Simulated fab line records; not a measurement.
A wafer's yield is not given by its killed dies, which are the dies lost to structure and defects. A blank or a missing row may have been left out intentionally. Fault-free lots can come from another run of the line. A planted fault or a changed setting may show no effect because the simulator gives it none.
Which tool is to blame? / flow n5_finfet / 24 lots with 72 wafers sampled at 6 steps, on a route of 1938 steps

WHAT THE GAUGES READ, wafer by wafer
N5_BEOL_M6_INSPECT_13: inspects for defects (brightfield).
lot=L075; measured=day 8 09:01; on=defect_inspect-01; raw_defect_count=447 331 428
lot=L074; measured=day 8 14:35; on=defect_inspect-01; raw_defect_count=504 481 512
lot=L076; measured=day 9 04:47; on=defect_inspect-01; raw_defect_count=339 355 451
lot=L077; measured=day 9 07:40; on=defect_inspect-01; raw_defect_count=651 543 447
lot=L079; measured=day 9 16:00; on=defect_inspect-01; raw_defect_count=479 472 467
lot=L078; measured=day 9 20:14; on=defect_inspect-01; raw_defect_count=303 272 379
lot=L080; measured=day 9 21:20; on=defect_inspect-01; raw_defect_count=515 356 362
lot=L081; measured=day 10 01:37; on=defect_inspect-01; raw_defect_count=579 564 371
lot=L082; measured=day 10 09:52; on=defect_inspect-02; raw_defect_count=380 371 314
lot=L083; measured=day 10 13:20; on=defect_inspect-01; raw_defect_count=280 379 414
lot=L084; measured=day 11 02:46; on=defect_inspect-02; raw_defect_count=431 378 436
lot=L087; measured=day 11 21:08; on=defect_inspect-02; raw_defect_count=285 252 386
lot=L085; measured=day 12 00:31; on=defect_inspect-01; raw_defect_count=368 422 370
lot=L086; measured=day 12 00:59; on=defect_inspect-02; raw_defect_count=404 422 376
lot=L088; measured=day 12 22:01; on=defect_inspect-01; raw_defect_count=440 335 503
lot=L089; measured=day 12 22:12; on=defect_inspect-01; raw_defect_count=301 422 316
lot=L091; measured=day 12 22:41; on=defect_inspect-02; raw_defect_count=359 368 453
lot=L090; measured=day 13 00:37; on=defect_inspect-02; raw_defect_count=569 487 420
lot=L092; measured=day 13 01:23; on=defect_inspect-01; raw_defect_count=327 411 386
lot=L093; measured=day 13 02:27; on=defect_inspect-01; raw_defect_count=686 618 734
lot=L094; measured=day 13 05:46; on=defect_inspect-02; raw_defect_count=372 425 383
lot=L095; measured=day 13 23:00; on=defect_inspect-01; raw_defect_count=475 541 509
lot=L096; measured=day 14 03:41; on=defect_inspect-02; raw_defect_count=325 413 432
lot=L097; measured=day 14 14:16; on=defect_inspect-02; raw_defect_count=401 324 314

TOOL THAT RAN EACH LOT (tool first, then ch and the chambers of the sampled wafers, then the start)
lot=L075; N5_BEOL_M5_SURFACE_TREAT_87=pvd_sputter-03, day 8 01:07; N5_BEOL_M5_ANNEAL_84=pvd_sputter-02, day 8 03:35; N5_BEOL_M5_ANNEAL_51=rtp_anneal-01 ch 0, day 8 06:02; N5_BEOL_M5_CMP_52=cmp-03 ch 2,3, day 8 06:17; N5_BEOL_M6_HM_DEP_02=pvd_sputter-01, day 8 08:28
lot=L074; N5_BEOL_M5_SURFACE_TREAT_87=pvd_sputter-01, day 8 05:41; N5_BEOL_M5_ANNEAL_84=pvd_sputter-02, day 8 08:20; N5_BEOL_M5_ANNEAL_51=rtp_anneal-02 ch 0, day 8 10:47; N5_BEOL_M5_CMP_52=cmp-01 ch 0,1,2, day 8 11:07; N5_BEOL_M6_HM_DEP_02=pvd_sputter-01, day 8 14:02
lot=L076; N5_BEOL_M5_SURFACE_TREAT_87=pvd_sputter-02, day 8 17:12; N5_BEOL_M5_ANNEAL_84=pvd_sputter-02, day 8 21:58; N5_BEOL_M5_ANNEAL_51=rtp_anneal-02 ch 0, day 9 00:31; N5_BEOL_M5_CMP_52=cmp-02 ch 0,3, day 9 01:38; N5_BEOL_M6_HM_DEP_02=pvd_sputter-03, day 9 04:14
lot=L077; N5_BEOL_M5_SURFACE_TREAT_87=pvd_sputter-01, day 8 21:14; N5_BEOL_M5_ANNEAL_84=pvd_sputter-03, day 9 01:40; N5_BEOL_M5_ANNEAL_51=rtp_anneal-02 ch 0, day 9 04:37; N5_BEOL_M5_CMP_52=cmp-03 ch 0,1,2, day 9 04:52; N5_BEOL_M6_HM_DEP_02=pvd_sputter-01, day 9 07:14
lot=L079; N5_BEOL_M5_SURFACE_TREAT_87=pvd_sputter-01, day 9 07:20; N5_BEOL_M5_ANNEAL_84=pvd_sputter-01, day 9 09:55; N5_BEOL_M5_ANNEAL_51=rtp_anneal-01 ch 0, day 9 12:32; N5_BEOL_M5_CMP_52=cmp-03 ch 0,3, day 9 13:00; N5_BEOL_M6_HM_DEP_02=pvd_sputter-03, day 9 15:27
lot=L078; N5_BEOL_M5_SURFACE_TREAT_87=pvd_sputter-03, day 9 12:00; N5_BEOL_M5_ANNEAL_84=pvd_sputter-02, day 9 14:33; N5_BEOL_M5_ANNEAL_51=rtp_anneal-01 ch 0, day 9 17:00; N5_BEOL_M5_CMP_52=cmp-02 ch 0,1,3, day 9 17:20; N5_BEOL_M6_HM_DEP_02=pvd_sputter-03, day 9 19:41
lot=L080; N5_BEOL_M5_SURFACE_TREAT_87=pvd_sputter-01, day 9 12:54; N5_BEOL_M5_ANNEAL_84=pvd_sputter-01, day 9 15:43; N5_BEOL_M5_ANNEAL_51=rtp_anneal-01 ch 0, day 9 18:45; N5_BEOL_M5_CMP_52=cmp-03 ch 0,1, day 9 19:00; N5_BEOL_M6_HM_DEP_02=pvd_sputter-03, day 9 20:54
lot=L081; N5_BEOL_M5_SURFACE_TREAT_87=pvd_sputter-01, day 9 18:46; N5_BEOL_M5_ANNEAL_84=pvd_sputter-01, day 9 21:16; N5_BEOL_M5_ANNEAL_51=rtp_anneal-01 ch 0, day 9 23:36; N5_BEOL_M5_CMP_52=cmp-03 ch 1,2,3, day 9 23:58; N5_BEOL_M6_HM_DEP_02=pvd_sputter-03, day 10 01:11
lot=L082; N5_BEOL_M5_SURFACE_TREAT_87=pvd_sputter-01, day 10 02:50; N5_BEOL_M5_ANNEAL_84=pvd_sputter-01, day 10 05:18; N5_BEOL_M5_ANNEAL_51=rtp_anneal-01 ch 0, day 10 07:36; N5_BEOL_M5_CMP_52=cmp-01 ch 1,2,3, day 10 07:54; N5_BEOL_M6_HM_DEP_02=pvd_sputter-03, day 10 09:26
lot=L083; N5_BEOL_M5_SURFACE_TREAT_87=pvd_sputter-02, day 10 05:11; N5_BEOL_M5_ANNEAL_84=pvd_sputter-02, day 10 07:39; N5_BEOL_M5_ANNEAL_51=rtp_anneal-02 ch 0, day 10 10:29; N5_BEOL_M5_CMP_52=cmp-01 ch 1,2,3, day 10 10:49; N5_BEOL_M6_HM_DEP_02=pvd_sputter-01, day 10 12:55
lot=L084; N5_BEOL_M5_SURFACE_TREAT_87=pvd_sputter-03, day 10 18:40; N5_BEOL_M5_ANNEAL_84=pvd_sputter-03, day 10 21:12; N5_BEOL_M5_ANNEAL_51=rtp_anneal-01 ch 0, day 10 23:45; N5_BEOL_M5_CMP_52=cmp-01 ch 2,3, day 11 00:01; N5_BEOL_M6_HM_DEP_02=pvd_sputter-03, day 11 02:20
lot=L087; N5_BEOL_M5_SURFACE_TREAT_87=pvd_sputter-01, day 11 09:32; N5_BEOL_M5_ANNEAL_84=pvd_sputter-03, day 11 12:32; N5_BEOL_M5_ANNEAL_51=rtp_anneal-01 ch 0, day 11 14:59; N5_BEOL_M5_CMP_52=cmp-01 ch 1,2,3, day 11 15:19; N5_BEOL_M6_HM_DEP_02=pvd_sputter-01, day 11 20:43
lot=L085; N5_BEOL_M5_SURFACE_TREAT_87=pvd_sputter-03, day 11 16:02; N5_BEOL_M5_ANNEAL_84=pvd_sputter-01, day 11 18:32; N5_BEOL_M5_ANNEAL_51=rtp_anneal-02 ch 0, day 11 20:50; N5_BEOL_M5_CMP_52=cmp-03 ch 0,1,3, day 11 21:25; N5_BEOL_M6_HM_DEP_02=pvd_sputter-02, day 12 00:05
lot=L086; N5_BEOL_M5_SURFACE_TREAT_87=pvd_sputter-03, day 11 16:51; N5_BEOL_M5_ANNEAL_84=pvd_sputter-02, day 11 19:24; N5_BEOL_M5_ANNEAL_51=rtp_anneal-02 ch 0, day 11 21:47; N5_BEOL_M5_CMP_52=cmp-03 ch 1,2,3, day 11 22:18; N5_BEOL_M6_HM_DEP_02=pvd_sputter-01, day 12 00:26
lot=L088; N5_BEOL_M5_SURFACE_TREAT_87=pvd_sputter-02, day 12 10:58; N5_BEOL_M5_ANNEAL_84=pvd_sputter-03, day 12 13:29; N5_BEOL_M5_ANNEAL_51=rtp_anneal-02 ch 0, day 12 15:47; N5_BEOL_M5_CMP_52=cmp-03 ch 0,2,3, day 12 16:11; N5_BEOL_M6_HM_DEP_02=pvd_sputter-03, day 12 21:35
lot=L089; N5_BEOL_M5_SURFACE_TREAT_87=pvd_sputter-02, day 12 11:24; N5_BEOL_M5_ANNEAL_84=pvd_sputter-01, day 12 13:55; N5_BEOL_M5_ANNEAL_51=rtp_anneal-02 ch 0, day 12 16:18; N5_BEOL_M5_CMP_52=cmp-03 ch 0,2,3, day 12 16:33; N5_BEOL_M6_HM_DEP_02=pvd_sputter-01, day 12 21:46
lot=L091; N5_BEOL_M5_SURFACE_TREAT_87=pvd_sputter-02, day 12 13:52; N5_BEOL_M5_ANNEAL_84=pvd_sputter-02, day 12 16:38; N5_BEOL_M5_ANNEAL_51=rtp_anneal-01 ch 0, day 12 18:56; N5_BEOL_M5_CMP_52=cmp-01 ch 1,3, day 12 19:16; N5_BEOL_M6_HM_DEP_02=pvd_sputter-01, day 12 22:08
lot=L090; N5_BEOL_M5_SURFACE_TREAT_87=pvd_sputter-01, day 12 16:49; N5_BEOL_M5_ANNEAL_84=pvd_sputter-03, day 12 19:19; N5_BEOL_M5_ANNEAL_51=rtp_anneal-01 ch 0, day 12 21:45; N5_BEOL_M5_CMP_52=cmp-03 ch 0,2, day 12 22:02; N5_BEOL_M6_HM_DEP_02=pvd_sputter-02, day 13 00:04
lot=L092; N5_BEOL_M5_SURFACE_TREAT_87=pvd_sputter-01, day 12 16:52; N5_BEOL_M5_ANNEAL_84=pvd_sputter-01, day 12 19:36; N5_BEOL_M5_ANNEAL_51=rtp_anneal-02 ch 0, day 12 21:53; N5_BEOL_M5_CMP_52=cmp-01 ch 1,3, day 12 22:11; N5_BEOL_M6_HM_DEP_02=pvd_sputter-02, day 13 00:50
lot=L093; N5_BEOL_M5_SURFACE_TREAT_87=pvd_sputter-01, day 12 17:18; N5_BEOL_M5_ANNEAL_84=pvd_sputter-02, day 12 21:10; N5_BEOL_M5_ANNEAL_51=rtp_anneal-01 ch 0, day 12 23:40; N5_BEOL_M5_CMP_52=cmp-03 ch 0,1,2, day 12 23:58; N5_BEOL_M6_HM_DEP_02=pvd_sputter-02, day 13 01:54
lot=L094; N5_BEOL_M5_SURFACE_TREAT_87=pvd_sputter-01, day 12 22:39; N5_BEOL_M5_ANNEAL_84=pvd_sputter-03, day 13 01:20; N5_BEOL_M5_ANNEAL_51=rtp_anneal-01 ch 0, day 13 03:40; N5_BEOL_M5_CMP_52=cmp-03 ch 0,2,3, day 13 03:55; N5_BEOL_M6_HM_DEP_02=pvd_sputter-03, day 13 05:13
lot=L095; N5_BEOL_M5_SURFACE_TREAT_87=pvd_sputter-02, day 13 14:10; N5_BEOL_M5_ANNEAL_84=pvd_sputter-02, day 13 16:38; N5_BEOL_M5_ANNEAL_51=rtp_anneal-01 ch 0, day 13 19:04; N5_BEOL_M5_CMP_52=cmp-02 ch 0,2,3, day 13 19:19; N5_BEOL_M6_HM_DEP_02=pvd_sputter-01, day 13 22:26
lot=L096; N5_BEOL_M5_SURFACE_TREAT_87=pvd_sputter-02, day 13 18:56; N5_BEOL_M5_ANNEAL_84=pvd_sputter-02, day 13 21:32; N5_BEOL_M5_ANNEAL_51=rtp_anneal-01 ch 0, day 13 23:59; N5_BEOL_M5_CMP_52=cmp-02 ch 0,3, day 14 00:09; N5_BEOL_M6_HM_DEP_02=pvd_sputter-01, day 14 03:14
lot=L097; N5_BEOL_M5_SURFACE_TREAT_87=pvd_sputter-02, day 14 05:26; N5_BEOL_M5_ANNEAL_84=pvd_sputter-02, day 14 08:04; N5_BEOL_M5_ANNEAL_51=rtp_anneal-01 ch 0, day 14 10:21; N5_BEOL_M5_CMP_52=cmp-03 ch 2,3, day 14 10:39; N5_BEOL_M6_HM_DEP_02=pvd_sputter-01, day 14 13:43
- N5_BEOL_M5_SURFACE_TREAT_87
- N5_BEOL_M5_ANNEAL_84: time 1800 s.
- N5_BEOL_M5_ANNEAL_51: time 90 s.
- N5_BEOL_M5_CMP_52: polishes, stops on SiCOH lowk, t overpolish 6.9 s, target thk 62 nm.
- N5_BEOL_M6_HM_DEP_02: deposits TiN, target thk 20 nm.

AS READ BY THE TOOLS THEMSELVES (means over the sampled wafers that have a number; for cases with no such wafer, the mark the record gives instead)
N5_BEOL_M5_ANNEAL_84.
lot=L075; tool=pvd_sputter-02; heater_power_w (W)=844
lot=L074; tool=pvd_sputter-02; heater_power_w (W)=826
lot=L076; tool=pvd_sputter-02; heater_power_w (W)=779
lot=L077; tool=pvd_sputter-03; heater_power_w (W)=833
lot=L079; tool=pvd_sputter-01; heater_power_w (W)=847
lot=L078; tool=pvd_sputter-02; heater_power_w (W)=778
lot=L080; tool=pvd_sputter-01; heater_power_w (W)=829
lot=L081; tool=pvd_sputter-01; heater_power_w (W)=806
lot=L082; tool=pvd_sputter-01; heater_power_w (W)=814
lot=L083; tool=pvd_sputter-02; heater_power_w (W)=841
lot=L084; tool=pvd_sputter-03; heater_power_w (W)=832
lot=L087; tool=pvd_sputter-03; heater_power_w (W)=850
lot=L085; tool=pvd_sputter-01; heater_power_w (W)=850
lot=L086; tool=pvd_sputter-02; heater_power_w (W)=831
lot=L088; tool=pvd_sputter-03; heater_power_w (W)=807
lot=L089; tool=pvd_sputter-01; heater_power_w (W)=804
lot=L091; tool=pvd_sputter-02; heater_power_w (W)=725
lot=L090; tool=pvd_sputter-03; heater_power_w (W)=823
lot=L092; tool=pvd_sputter-01; heater_power_w (W)=756
lot=L093; tool=pvd_sputter-02; heater_power_w (W)=776
lot=L094; tool=pvd_sputter-03; heater_power_w (W)=834
lot=L095; tool=pvd_sputter-02; heater_power_w (W)=848
lot=L096; tool=pvd_sputter-02; heater_power_w (W)=834
lot=L097; tool=pvd_sputter-02; heater_power_w (W)=810

N5_BEOL_M5_ANNEAL_51.
lot=L075 tool=rtp_anneal-01 wafer_temp_C_max=225.6
lot=L074 tool=rtp_anneal-02 wafer_temp_C_max=226.5
lot=L076 tool=rtp_anneal-02 wafer_temp_C_max=226.5
lot=L077 tool=rtp_anneal-02 wafer_temp_C_max=226.6
lot=L079 tool=rtp_anneal-01 wafer_temp_C_max=225.5
lot=L078 tool=rtp_anneal-01 wafer_temp_C_max=225.4
lot=L080 tool=rtp_anneal-01 wafer_temp_C_max=225.5
lot=L081 tool=rtp_anneal-01 wafer_temp_C_max=225.6
lot=L082 tool=rtp_anneal-01 wafer_temp_C_max=225.6
lot=L083 tool=rtp_anneal-02 wafer_temp_C_max=226.3
lot=L084 tool=rtp_anneal-01 wafer_temp_C_max=225.5
lot=L087 tool=rtp_anneal-01 wafer_temp_C_max=225.6
lot=L085 tool=rtp_anneal-02 wafer_temp_C_max=226.3
lot=L086 tool=rtp_anneal-02 wafer_temp_C_max=226.3
lot=L088 tool=rtp_anneal-02 wafer_temp_C_max=226.3
lot=L089 tool=rtp_anneal-02 wafer_temp_C_max=226.4
lot=L091 tool=rtp_anneal-01 wafer_temp_C_max=225.4
lot=L090 tool=rtp_anneal-01 wafer_temp_C_max=225.6
lot=L092 tool=rtp_anneal-02 wafer_temp_C_max=226.1
lot=L093 tool=rtp_anneal-01 wafer_temp_C_max=225.7
lot=L094 tool=rtp_anneal-01 wafer_temp_C_max=225.4
lot=L095 tool=rtp_anneal-01 wafer_temp_C_max=225.6
lot=L096 tool=rtp_anneal-01 wafer_temp_C_max=225.3
lot=L097 tool=rtp_anneal-01 wafer_temp_C_max=225.6

N5_BEOL_M5_CMP_52.
lot=L075; tool=cmp-03; barrier_field_endpoint_s (s)=24.2; motor_current_A (A)=5.9; overpolish_run_s (s)=6.891; time_to_endpoint_s (s)=61
lot=L074; tool=cmp-01; barrier_field_endpoint_s (s)=24.8; motor_current_A (A)=6.5; overpolish_run_s (s)=6.898; time_to_endpoint_s (s)=62
lot=L076; tool=cmp-02; barrier_field_endpoint_s (s)=23.9; motor_current_A (A)=6.1; overpolish_run_s (s)=6.898; time_to_endpoint_s (s)=58
lot=L077; tool=cmp-03; barrier_field_endpoint_s (s)=24.9; motor_current_A (A)=6.3; overpolish_run_s (s)=6.902; time_to_endpoint_s (s)=64
lot=L079; tool=cmp-03; barrier_field_endpoint_s (s)=25.0; motor_current_A (A)=6.4; overpolish_run_s (s)=6.900; time_to_endpoint_s (s)=57
lot=L078; tool=cmp-02; barrier_field_endpoint_s (s)=24.4; motor_current_A (A)=5.8; overpolish_run_s (s)=6.904; time_to_endpoint_s (s)=62
lot=L080; tool=cmp-03; barrier_field_endpoint_s (s)=24.6; motor_current_A (A)=6.2; overpolish_run_s (s)=6.899; time_to_endpoint_s (s)=62
lot=L081; tool=cmp-03; barrier_field_endpoint_s (s)=24.2; motor_current_A (A)=6.1; overpolish_run_s (s)=6.896; time_to_endpoint_s (s)=64
lot=L082; tool=cmp-01; barrier_field_endpoint_s (s)=24.9; motor_current_A (A)=6.4; overpolish_run_s (s)=6.904; time_to_endpoint_s (s)=63
lot=L083; tool=cmp-01; barrier_field_endpoint_s (s)=24.6; motor_current_A (A)=6.4; overpolish_run_s (s)=6.897; time_to_endpoint_s (s)=64
lot=L084; tool=cmp-01; barrier_field_endpoint_s (s)=25.0; motor_current_A (A)=6.3; overpolish_run_s (s)=6.892; time_to_endpoint_s (s)=60
lot=L087; tool=cmp-01; barrier_field_endpoint_s (s)=24.0; motor_current_A (A)=6.5; overpolish_run_s (s)=6.893; time_to_endpoint_s (s)=60
lot=L085; tool=cmp-03; barrier_field_endpoint_s (s)=24.7; motor_current_A (A)=6.1; overpolish_run_s (s)=6.899; time_to_endpoint_s (s)=65
lot=L086; tool=cmp-03; barrier_field_endpoint_s (s)=24.8; motor_current_A (A)=5.7; overpolish_run_s (s)=6.897; time_to_endpoint_s (s)=66
lot=L088; tool=cmp-03; barrier_field_endpoint_s (s)=24.2; motor_current_A (A)=6.7; overpolish_run_s (s)=6.903; time_to_endpoint_s (s)=60
lot=L089; tool=cmp-03; barrier_field_endpoint_s (s)=24.3; motor_current_A (A)=6.4; overpolish_run_s (s)=6.907; time_to_endpoint_s (s)=61
lot=L091; tool=cmp-01; barrier_field_endpoint_s (s)=24.6; motor_current_A (A)=7.0; overpolish_run_s (s)=6.895; time_to_endpoint_s (s)=65
lot=L090; tool=cmp-03; barrier_field_endpoint_s (s)=24.2; motor_current_A (A)=7.2; overpolish_run_s (s)=6.896; time_to_endpoint_s (s)=63
lot=L092; tool=cmp-01; barrier_field_endpoint_s (s)=26.5; motor_current_A (A)=7.2; overpolish_run_s (s)=6.904; time_to_endpoint_s (s)=68
lot=L093; tool=cmp-03; barrier_field_endpoint_s (s)=24.8; motor_current_A (A)=6.3; overpolish_run_s (s)=6.891; time_to_endpoint_s (s)=67
lot=L094; tool=cmp-03; barrier_field_endpoint_s (s)=24.0; motor_current_A (A)=6.4; overpolish_run_s (s)=6.907; time_to_endpoint_s (s)=63
lot=L095; tool=cmp-02; barrier_field_endpoint_s (s)=25.5; motor_current_A (A)=5.9; overpolish_run_s (s)=6.899; time_to_endpoint_s (s)=68
lot=L096; tool=cmp-02; barrier_field_endpoint_s (s)=24.3; motor_current_A (A)=6.2; overpolish_run_s (s)=6.898; time_to_endpoint_s (s)=60
lot=L097; tool=cmp-03; barrier_field_endpoint_s (s)=24.7; motor_current_A (A)=5.9; overpolish_run_s (s)=6.889; time_to_endpoint_s (s)=64

N5_BEOL_M6_HM_DEP_02.
lot=L075; tool=pvd_sputter-01; throttle_valve_pct (%)=29.8
lot=L074; tool=pvd_sputter-01; throttle_valve_pct (%)=29.8
lot=L076; tool=pvd_sputter-03; throttle_valve_pct (%)=29.8
lot=L077; tool=pvd_sputter-01; throttle_valve_pct (%)=29.1
lot=L079; tool=pvd_sputter-03; throttle_valve_pct (%)=30.2
lot=L078; tool=pvd_sputter-03; throttle_valve_pct (%)=30.4
lot=L080; tool=pvd_sputter-03; throttle_valve_pct (%)=31.2
lot=L081; tool=pvd_sputter-03; throttle_valve_pct (%)=30.0
lot=L082; tool=pvd_sputter-03; throttle_valve_pct (%)=30.0
lot=L083; tool=pvd_sputter-01; throttle_valve_pct (%)=29.3
lot=L084; tool=pvd_sputter-03; throttle_valve_pct (%)=30.3
lot=L087; tool=pvd_sputter-01; throttle_valve_pct (%)=29.2
lot=L085; tool=pvd_sputter-02; throttle_valve_pct (%)=30.3
lot=L086; tool=pvd_sputter-01; throttle_valve_pct (%)=29.3
lot=L088; tool=pvd_sputter-03; throttle_valve_pct (%)=30.2
lot=L089; tool=pvd_sputter-01; throttle_valve_pct (%)=29.8
lot=L091; tool=pvd_sputter-01; throttle_valve_pct (%)=29.0
lot=L090; tool=pvd_sputter-02; throttle_valve_pct (%)=29.4
lot=L092; tool=pvd_sputter-02; throttle_valve_pct (%)=30.2
lot=L093; tool=pvd_sputter-02; throttle_valve_pct (%)=30.2
lot=L094; tool=pvd_sputter-03; throttle_valve_pct (%)=30.7
lot=L095; tool=pvd_sputter-01; throttle_valve_pct (%)=29.1
lot=L096; tool=pvd_sputter-01; throttle_valve_pct (%)=28.8
lot=L097; tool=pvd_sputter-01; throttle_valve_pct (%)=30.1

THE ANSWER, worked out from the rows above alone
Rule: the usual values come from the lots themselves. Put in order of their means at a reading, lots are off if they are a third of the lots or fewer, leave a main group of 4 or more, and stand apart from it by a gap of 3 or more times the standard deviation of the main group's means; of several such gaps the widest counts. A main group is skipped when, at the precision printed for the reading in the tables above, its means are all equal. Also off: a lot with no number at a reading for which 4 or more lots have one. Any other lot the step has rows for is counted as sound. The gauges are gone through in route order, then the tools' own readings, and for those a lot's mean is taken as printed above. At the first step where some lot is off, the reading lying furthest off is the one used; lots without a number count as furthest.
None of the lots is off at any reading shown; this tells nothing.

WHAT THE SIMULATOR HAD PUT IN
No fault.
